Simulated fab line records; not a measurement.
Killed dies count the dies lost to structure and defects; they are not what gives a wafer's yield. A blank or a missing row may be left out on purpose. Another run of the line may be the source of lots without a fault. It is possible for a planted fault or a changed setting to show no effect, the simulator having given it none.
fab line records	flow nand-harc
record: lots: 6	wafers: 18	last-day: 24
route steps=1159 shown P_CONTACT@249 P_M0@253 END@1159
lots that met no fault: from a run of the same line without faults
start-h: start of the lot's first displayed wafer, in hours after the record's first day	wait-h: time in hours since the lot's previous step	" same as the row above	L1.1+2: several wafers, shown together as one row	- no value, or no start given	* or withheld: withheld	< > ~ a bound
route shown NAME@n: a module of which the file shows steps, and the number in the route of the first	usual: mean and standard deviation over wafers with no fault	same: alike in all rows	chamber/n: place in a boat	sites: readings site by site	_std_site: the standard deviation of these	_edge_site: mean of outer sites minus mean of inner sites	radius-mm: how far each site lies from the wafer's centre	mask NAME#n: copy n	behind: tool/chamber where the wafer was last shaped	hold: why the lot was held/for how many hours/how that ended	device: names the non-switching transistor (n, p or np)	end of line: the route-end tests of the same wafers	a step with no rows: only its recipe	killed: dies that structure and defects cost at the first sort, which is not the same as the wafer's yield	map: dies across one wafer; x = killed, . = not, _ = none there
set.NAME: the setting that was run; set.NAME@STEP: the one run at that earlier step	model.NAME: the simulator's own value behind a step, which no gauge read
certain route steps with their lots: each step a table, each wafer a row
services: when a tool's chamber went out of use (start-h, in hours from the record's first day, below 0 if earlier), for how many hours, and the reason
== steps ==
step: NHARC_P_CONTACT_CMP_24
recipe: t-overpolish-s: 30	target-thk-nm: 200
usual: motor-current-A: 11.5/0.83	overpolish-run-s: 30.000/0.0089	time-to-endpoint-s: 38.5/2.5
lot.wafer	tool	chamber	start-h	wait-h	motor-current-A	overpolish-run-s	time-to-endpoint-s
L406.1	cmp-02	0	149.35	1.0	11.5	29.988	37.2
L406.2	"	1	"	"	11.3	30.009	37.0
L406.3	"	3	"	"	12.5	29.999	32.9
L411.3	cmp-03	0	179.98	0.3	11.7	29.996	38.2
L411.4	"	2	"	"	11.0	30.004	37.2
L411.6	"	3	"	"	11.5	30.019	38.9
L413.4	cmp-02	3	192.22	0.3	13.2	30.006	38.3
L413.3	"	0	"	"	11.3	30.005	40.3
L413.5	"	3	"	"	12.2	29.994	33.2
L415.3	cmp-04	1	210.45	0.4	11.3	30.006	41.5
L415.2	"	2	"	"	11.2	30.009	34.6
L415.6	"	1	"	"	10.6	29.979	41.0
L420.3	cmp-02	0	234.90	0.3	11.3	30.010	36.4
L420.1	"	2	"	"	10.6	29.990	37.4
L420.6	"	1	"	"	11.7	30.004	37.6
L421.2	cmp-02	1	240.48	0.5	11.0	30.003	40.3
L421.3	"	0	"	"	11.6	30.008	40.7
L421.6	"	2	"	"	10.7	29.998	41.6
step: NHARC_P_CONTACT_SRD_26
step: NHARC_P_CONTACT_INSPECT_27
usual: raw-defect-count: 331/160
lot.wafer	tool	chamber	start-h	wait-h	raw-defect-count
L406.1	defect-inspect-02	-	149.76	0.1	506
L406.2	"	-	"	"	277
L406.3	"	-	"	"	211
L411.3	defect-inspect-01	-	180.36	0.1	225
L411.4	"	-	"	"	510
L411.6	"	-	"	"	261
L413.3	defect-inspect-01	-	192.60	0.1	384
L413.4	"	-	"	"	397
L413.5	"	-	"	"	653
L415.2	defect-inspect-02	-	210.86	0.1	295
L415.3	"	-	"	"	394
L415.6	"	-	"	"	333
L420.1	defect-inspect-02	-	235.30	0.1	340
L420.3	"	-	"	"	826
L420.6	"	-	"	"	378
L421.2	defect-inspect-01	-	240.88	0.1	228
L421.3	"	-	"	"	231
L421.6	"	-	"	"	162
step: NHARC_P_M0_DEP_00
recipe: target-thk-a: 1500	target-thk-nm: 150	temp-c: withheld	pressure-torr: 5	flow-sccm: 200	rf-w: 600	material: SiOC
step: NHARC_P_M0_DEHYDRATE_01
recipe: temp-c: 150	time-s: 120
step: NHARC_P_M0_HMDS_02
recipe: time-s: 30
step: NHARC_P_M0_COAT_33
recipe: temp-c: 200	time-s: 65
step: NHARC_P_M0_COAT_03
recipe: spin-rpm: 1500	resist-thk-nm: 90
step: NHARC_P_M0_SOFTBAKE_04
recipe: temp-c: 105	time-s: 55
step: NHARC_P_M0_EBR_05
step: NHARC_P_M0_EXPOSE_06
recipe: na: 1.35	target-cd-nm: 90	dose-mj: 81.28	mask-id: P_M0
step: NHARC_P_M0_PEB_07
recipe: peb-temp-c: 100	peb-time-s: 65
usual: heater-power-total-W: 156.6/0.42	plate-temp-C: 99.98/0.13
same: peb-time-s: 65
lot.wafer	tool	chamber	start-h	wait-h	heater-power-total-W	plate-temp-C
L406.1	litho-track-04	0	150.45	0.1	157.1	99.66
L406.2	"	0	"	"	156.6	99.67
L406.3	"	0	"	"	156.8	99.75
L411.3	litho-track-04	0	181.19	0.1	152.5	98.19
L411.4	"	0	"	"	152.2	98.19
L411.6	"	0	"	"	152.0	98.01
L413.3	litho-track-04	0	193.44	0.0	152.5	98.04
L413.4	"	0	"	"	152.5	97.94
L413.5	"	0	"	"	153.0	98.07
L415.2	litho-track-06	0	211.68	0.1	156.5	100.09
L415.3	"	0	"	"	156.5	100.18
L415.6	"	0	"	"	157.0	100.07
L420.1	litho-track-06	0	235.99	0.1	156.8	99.74
L420.3	"	0	"	"	156.0	99.70
L420.6	"	0	"	"	157.1	99.96
L421.2	litho-track-06	0	241.58	0.1	157.1	100.19
L421.3	"	0	"	"	156.0	100.09
L421.6	"	0	"	"	156.0	100.25
step: NHARC_P_M0_DEVELOP_08
recipe: develop-time-s: 35	dev-temp-c: 23
step: NHARC_P_M0_CD_MEAS_09
recipe: target-cd-nm: 90	landing-energy-ev: 500
usual: cd-nm: 90.0/0.6
lot.wafer	tool	chamber	start-h	wait-h	cd-nm
L406.1	cd-sem-03	0	150.53	-	90.2
L406.2	"	0	"	"	89.5
L406.3	"	0	"	"	89.6
L411.3	cd-sem-02	0	181.28	-	81.7
L411.4	"	0	"	"	82.8
L411.6	"	0	"	"	82.9
L413.3	cd-sem-02	0	193.52	-	82.2
L413.4	"	0	"	"	82.3
L413.5	"	0	"	"	83.1
L415.2	cd-sem-03	0	211.76	-	90.2
L415.3	"	0	"	"	89.9
L415.6	"	0	"	"	89.7
L420.1	cd-sem-02	0	236.07	-	89.9
L420.3	"	0	"	"	90.4
L420.6	"	0	"	"	91.0
L421.2	cd-sem-01	0	241.66	-	89.8
L421.3	"	0	"	"	89.4
L421.6	"	0	"	"	90.0
step: NHARC_P_M0_OVL_MEAS_10
recipe: pitch-nm: 180
usual: overlay-x-nm: -0.1/0.76	overlay-y-nm: -0.2/0.92
lot.wafer	tool	chamber	start-h	wait-h	overlay-x-nm	overlay-y-nm
L406.1	overlay-02	-	150.62	-	0.3	1.1
L406.2	"	-	"	"	-0.3	0.2
L406.3	"	-	"	"	-0.3	0.7
L411.3	overlay-02	-	181.36	-	-1.3	-0.3
L411.4	"	-	"	"	-1.1	-0.2
L411.6	"	-	"	"	-0.8	-0.2
L413.3	overlay-01	-	193.61	-	-0.5	-0.7
L413.4	"	-	"	"	-0.9	-0.5
L413.5	"	-	"	"	-0.2	-0.7
L415.2	overlay-01	-	211.85	-	-0.5	0.9
L415.3	"	-	"	"	-0.2	1.7
L415.6	"	-	"	"	-1.3	0.9
L420.1	overlay-01	-	236.16	-	-1.2	-0.6
L420.3	"	-	"	"	-0.7	-1.3
L420.6	"	-	"	"	-0.6	-0.7
L421.2	overlay-02	-	241.74	-	0.2	-1.3
L421.3	"	-	"	"	0.5	-1.6
L421.6	"	-	"	"	-0.3	-2.1
step: NHARC_P_M0_INSPECT_11
usual: raw-defect-count: 3.8/2
lot.wafer	tool	chamber	start-h	wait-h	raw-defect-count
L406.1	defect-inspect-02	-	150.66	0.0	7
L406.2	"	-	"	"	4
L406.3	"	-	"	"	3
L411.3	defect-inspect-02	-	181.40	0.0	4
L411.4	"	-	"	"	1
L411.6	"	-	"	"	5
L413.3	defect-inspect-01	-	193.64	0.0	3
L413.4	"	-	"	"	4
L413.5	"	-	"	"	5
L415.2	defect-inspect-01	-	211.89	0.0	4
L415.3	"	-	"	"	3
L415.6	"	-	"	"	5
L420.1	defect-inspect-02	-	236.19	0.0	3
L420.3	"	-	"	"	5
L420.6	"	-	"	"	3
L421.2	defect-inspect-02	-	241.78	0.0	3
L421.3	"	-	"	"	3
L421.6	"	-	"	"	1
step: NHARC_P_M0_DESCUM_14
recipe: time-s: 3	o2-flow-sccm: 200	ar-flow-sccm: 0	bias-power-w: 0	chemistry: O2
usual: chamber-pressure-mTorr: 60.00/0.054	drypump-motor-current-A: 5.6/0.61	oes-product-au: 1.000/0.0099	rf-vpp-V: 58.0/0.91	showerhead-plenum-p-Torr: 1.96/0.065	throttle-valve-pct: 11.311/0.0088
lot.wafer	tool	chamber	start-h	wait-h	chamber-pressure-mTorr	drypump-motor-current-A	oes-product-au	rf-hours-counter-h	rf-vpp-V	showerhead-plenum-p-Torr	throttle-valve-pct	model.P_M0.cd-nm
L406.1	rie-diel-08	2	150.72	0.1	60.01	5.6	0.989	2	56.3	2.00	11.304	90.8
L406.2	"	3	"	"	60.03	5.8	1.007	2	58.1	1.89	11.329	89.91
L406.3	"	1	"	"	59.99	5.0	1.004	2	56.9	1.89	11.315	89.83
L411.4	rie-diel-03	0	181.46	0.1	59.96	4.8	0.993	10	58.2	2.05	11.301	83.09
L411.3	"	1	"	"	59.99	5.4	0.990	10	57.7	1.94	11.318	82.5
L411.6	"	0	"	"	60.03	4.8	1.007	-	58.7	2.05	11.311	82.67
L413.3	rie-diel-03	1	193.70	0.1	59.99	5.5	0.988	11	57.9	1.94	11.315	82.85
L413.4	"	3	"	"	59.98	5.2	0.979	11	57.5	1.89	11.313	82
L413.5	"	2	"	"	59.94	5.7	0.996	-	58.5	2.03	11.308	82.63
L415.3	rie-diel-03	2	211.95	0.1	59.97	5.7	0.995	11	56.3	2.03	11.300	90.01
L415.2	"	3	"	"	60.01	5.3	0.995	11	57.0	1.89	11.321	89.66
L415.6	"	2	"	"	60.03	5.7	1.003	-	57.5	2.03	11.314	89.66
L420.1	rie-diel-08	2	236.26	0.1	60.05	5.6	1.006	8	56.8	2.00	11.321	90.88
L420.3	"	3	"	"	59.98	5.7	1.016	9	57.7	1.89	11.305	91.02
L420.6	"	3	"	"	60.04	5.8	1.020	-	58.6	1.89	11.314	91.84
L421.3	rie-diel-08	3	241.85	0.1	59.99	5.8	1.017	9	58.2	1.89	11.322	89.52
L421.2	"	1	"	"	59.98	5.0	1.004	8	59.3	1.88	11.311	89.38
L421.6	"	3	"	"	59.99	5.8	1.008	-	57.8	1.89	11.304	90.8
step: NHARC_P_M0_ETCH_34
recipe: target-depth-a: 400	overetch-a: 120	time-s: 43.94	ion-energy-ev: 200	n2-flow-sccm: 150	h2-flow-sccm: 150	ar-flow-sccm: 0	rf-w: 400	bias-w: 150	chemistry: N2/H2
usual: chamber-pressure-mTorr: 30.00/0.03	drypump-motor-current-A: 5.6/0.58	oes-product-au: 1.001/0.0086	rf-vpp-V: 431.7/2	showerhead-plenum-p-Torr: 2.09/0.069	throttle-valve-pct: 14.171/0.0086
lot.wafer	tool	chamber	start-h	wait-h	chamber-pressure-mTorr	drypump-motor-current-A	oes-product-au	rf-hours-counter-h	rf-vpp-V	showerhead-plenum-p-Torr	throttle-valve-pct
L406.3	rie-diel-08	1	150.82	0.1	29.99	5.0	1.008	2	428.1	2.01	14.183
L406.1	"	2	"	"	30.00	5.6	0.993	2	432.9	2.14	14.172
L406.2	"	3	"	"	30.00	5.8	1.005	2	429.5	2.02	14.188
L411.4	rie-diel-03	1	181.54	0.1	29.97	5.5	0.998	10	429.7	2.07	14.168
L411.3	"	0	"	"	29.98	4.9	1.008	10	433.8	2.19	14.167
L411.6	"	1	"	"	30.03	5.5	0.999	-	431.6	2.07	14.169
L413.3	rie-diel-03	1	193.79	0.1	30.03	5.5	0.996	11	431.5	2.07	14.187
L413.4	"	0	"	"	30.08	4.8	1.016	11	434.8	2.19	14.173
L413.5	"	1	"	"	30.02	5.5	0.999	-	430.7	2.07	14.163
L415.3	rie-diel-03	0	212.03	0.1	29.98	4.9	0.999	12	436.9	2.19	14.168
L415.2	"	3	"	"	29.99	5.2	0.985	11	430.5	2.01	14.173
L415.6	"	0	"	"	29.97	4.9	1.003	-	434.2	2.19	14.178
L420.1	rie-diel-08	2	236.34	0.1	30.03	5.6	1.000	8	434.1	2.14	14.187
L420.3	"	1	"	"	29.96	5.0	1.006	8	431.0	2.01	14.158
L420.6	"	2	"	"	29.94	5.6	1.004	-	433.9	2.14	14.156
L421.3	rie-diel-08	2	241.93	0.1	29.98	5.6	0.999	9	432.0	2.14	14.177
L421.2	"	3	"	"	30.06	5.8	1.012	9	429.9	2.02	14.157
L421.6	"	2	"	"	29.98	5.6	1.008	-	432.3	2.14	14.171
step: NHARC_P_M0_ETCH_15
recipe: target-depth-a: 1500	overetch-a: 150	time-s: 82.5	c4f8-flow-sccm: withheld	ar-flow-sccm: 400	rf-w: 600	bias-w: 300	chemistry: C4F8/Ar
usual: chamber-pressure-mTorr: 25.001/0.022	oes-product-au: 0.958/0.021	rf-vpp-V: 442.1/2.2
lot.wafer	tool	chamber	start-h	wait-h	chamber-pressure-mTorr	oes-product-au	rf-hours-counter-h	rf-vpp-V	model.P_M0.cd-nm
L406.2	rie-diel-08	2	-	-	25.014	0.960	2	442.2	90.38
L406.3	"	3	"	"	25.013	0.961	2	439.8	89.65
L406.1	"	1	"	"	25.007	0.969	2	441.1	91.01
L411.3	rie-diel-03	1	-	-	25.015	0.923	10	441.1	82.38
L411.4	"	3	"	"	25.026	0.919	10	439.9	82.88
L411.6	"	1	"	"	24.987	0.924	-	442.3	82.41
L413.4	rie-diel-03	0	-	-	25.016	0.944	11	445.7	82.32
L413.3	"	1	"	"	25.019	0.926	11	442.2	82.62
L413.5	"	3	"	"	25.004	0.919	-	440.5	82.6
L415.2	rie-diel-03	3	-	-	24.995	0.956	11	437.9	89.83
L415.3	"	0	"	"	25.008	0.970	12	444.8	90.07
L415.6	"	3	"	"	24.992	0.964	-	439.3	89.88
L420.3	rie-diel-08	1	-	-	25.022	0.979	8	437.7	90.73
L420.1	"	3	"	"	25.025	0.976	9	439.7	90.9
L420.6	"	1	"	"	25.053	0.969	-	440.4	91.69
L421.3	rie-diel-08	2	-	-	24.973	0.969	9	443.5	89.92
L421.2	"	1	"	"	24.990	0.980	8	440.1	89.81
L421.6	"	2	"	"	24.990	0.971	-	444.0	91.24
step: NHARC_P_M0_CD_MEAS_16
usual: cd-nm: 90.1/0.77
lot.wafer	tool	chamber	start-h	wait-h	cd-nm
L406.1	cd-sem-02	-	151.06	-	91.2
L406.2	"	-	"	"	90.4
L406.3	"	-	"	"	89.6
L411.3	cd-sem-01	-	181.76	-	82.1
L411.4	"	-	"	"	82.9
L411.6	"	-	"	"	82.2
L413.3	cd-sem-02	-	194.46	-	83.0
L413.4	"	-	"	"	82.5
L413.5	"	-	"	"	82.5
L415.2	cd-sem-02	-	212.25	-	89.6
L415.3	"	-	"	"	90.3
L415.6	"	-	"	"	89.9
L420.1	cd-sem-03	-	236.57	-	90.7
L420.3	"	-	"	"	90.5
L420.6	"	-	"	"	92.0
L421.2	cd-sem-02	-	242.14	-	90.0
L421.3	"	-	"	"	90.0
L421.6	"	-	"	"	91.2
step: NHARC_END_SORT_01
recipe: temp-c: 25
usual: defect-limited-yield: 95.5/1.3	killed-at-array: 27/8.8	killed-at-other: 0.4/0.82	killed-at-periphery: 3.1/2.1	killed-dies: 31/8.8	killed-open: 3.3/2	killed-short: 2.0/1.4	sort_bin_2_pct: 1.3/0.56	sort_bin_3_pct: 0.25/0.21	sort_bin_4_pct: 2.9/0.89	sort-n-pass: 646/8.8	sort-rim-yield-pct: 95.8/2.7	sort-yield-pct: 95.5/1.3
same: gross-dies: 677	sort_bin_5_pct[%]: 0	sort_bin_6_pct[%]: 0	sort_bin_7_pct[%]: 0	sort_bin_8_pct[%]: 0	sort-rim-n-gross: 106.00
lot.wafer	tool	chamber	start-h	wait-h	defect-limited-yield[%]	killed-at-array	killed-at-other	killed-at-periphery	killed-dies	killed-open	killed-short	sort_bin_2_pct[%]	sort_bin_3_pct[%]	sort_bin_4_pct[%]	sort-n-pass	sort-rim-yield-pct[%]	sort-yield-pct[%]
L413.3	prober-02	0	506.97	3.1	94.8	28	3	4	35	7	1	1.8	0.44	3.0	642	92.5	94.8
L413.4	prober-02	0	507.76	3.4	96.8	19	0	3	22	1	1	2.1	0	1.2	655	99.1	96.8
L413.5	prober-02	0	508.55	3.7	95.6	23	2	5	30	1	3	1.5	0.44	2.5	647	90.6	95.6
L411.3	prober-02	0	518.68	3.1	97.5	13	0	4	17	5	1	0.4	0	2.1	660	94.3	97.5
L411.4	prober-02	0	519.48	3.4	97.3	15	0	3	18	3	0	0.9	0.15	1.6	659	97.2	97.3
killed by level:class
L413.3 A_SLIT:chamber-film-flake=11 A_CHANNEL_HOLE_D1:chamber-film-flake=5 A_CONTACT:chamber-film-flake=4 THIN_TSV:chamber-film-flake=3 A_ONON_D1:geometric-particle:open=2 A_CHANNEL_FILL_D1:geometric-particle:open=2 P_CONTACT:geometric-particle:open=1 A_WL_FILL:geometric-particle:open=1
L413.4 A_SLIT:chamber-film-flake=10 A_CONTACT:chamber-film-flake=5 A_CHANNEL_HOLE_D1:chamber-film-flake=3 P_CONTACT:geometric-particle:open=1 A_CHANNEL_HOLE_D1:geometric-particle:short=1 P_GATE:chamber-film-flake=1 P_M0:area-peb=1
L413.5 A_SLIT:chamber-film-flake=11 A_CONTACT:chamber-film-flake=5 A_CHANNEL_HOLE_D1:chamber-film-flake=3 A_ONON_D1:geometric-particle:short=2 P_GATE:chamber-film-flake=2 THIN_TSV:chamber-film-flake=2 P_M0:area-peb=2 P_CONTACT:geometric-particle:open=1
L411.3 A_CHANNEL_HOLE_D1:chamber-film-flake=6 P_M0:geometric-particle:open=2 A_WL_FILL:geometric-particle:short=1 A_CONTACT:geometric-particle:open=1 A_M0:geometric-particle:open=1 A_M1:geometric-particle:open=1 P_STI:chamber-film-flake=1 A_STAIRCASE:chamber-film-flake=1
L411.4 A_CHANNEL_HOLE_D1:chamber-film-flake=4 A_STAIRCASE:chamber-film-flake=4 A_CONTACT:chamber-film-flake=3 P_M0:area-peb=2 A_WL_FILL:geometric-particle:open=1 A_CONTACT:geometric-particle:open=1 A_BONDPAD:geometric-particle:open=1 P_STI:chamber-film-flake=1
== services ==
tool	chamber	start-h	hours	kind
rie-diel-08	0	126.78	1.4	repair
cmp-02	-	128.54	4.0	pm
rie-diel-08	0	133.80	-	clean
rie-diel-08	1	133.80	-	clean
rie-diel-08	2	133.80	-	clean
rie-diel-08	3	133.80	-	clean
litho-track-04	-	141.00	7.0	pm
rie-diel-03	0	145.30	-	clean
rie-diel-03	1	145.30	-	clean
rie-diel-03	2	145.30	-	clean
rie-diel-03	3	145.30	-	clean
rie-diel-08	0	148.47	21.4	repair
cmp-03	-	156.02	4.0	pm
cmp-02	-	156.95	1.9	repair
rie-diel-08	1	158.30	-	clean
cmp-02	-	163.55	1.6	repair
cmp-03	-	172.69	1.2	repair
cmp-04	-	203.25	4.0	pm
rie-diel-03	-	215.30	9.0	pm
cmp-03	-	225.62	0.4	repair
cmp-02	-	226.54	4.0	pm
cmp-04	-	237.38	0.3	repair
rie-diel-03	1	237.99	10.2	repair
rie-diel-03	0	240.92	4.2	repair
== key ==
first-sign: step: NHARC_P_M0_PEB_07	reading: plate-temp-C	direction: down	sigmas: 14	usual: *	struck: *
effect: step: NHARC_P_M0_PEB_07	reading: heater-power-total-W	direction: down	sigmas: 10	usual: *	struck: *
effect: step: NHARC_P_M0_CD_MEAS_09	reading: cd-nm	direction: down	sigmas: 12	usual: 90.0	struck: 82.5
effect: step: NHARC_P_M0_CD_MEAS_16	reading: cd-nm	direction: down	sigmas: 9.9	usual: 90.1	struck: 82.5
model-effect: step: NHARC_P_M0_DESCUM_14	value: P_M0.cd-nm	without: 90.22	struck: 82.62
model-effect: step: NHARC_P_M0_ETCH_15	value: P_M0.cd-nm	without: 90.13	struck: 82.53
met-at NHARC_P_M0_PEB_07
struck-wafers L411.3,L411.4,L411.6,L413.3,L413.4,L413.5
onset-between 150.45 181.19
fault: kind: process-parameter-drift	tool: litho-track-04	chamber: -	onset-h: 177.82	steps: NHARC_P_M0_PEB_07	channel: peb-temp-c	offset: *	shape: step	end-h: 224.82	acts-in: *	stated: *
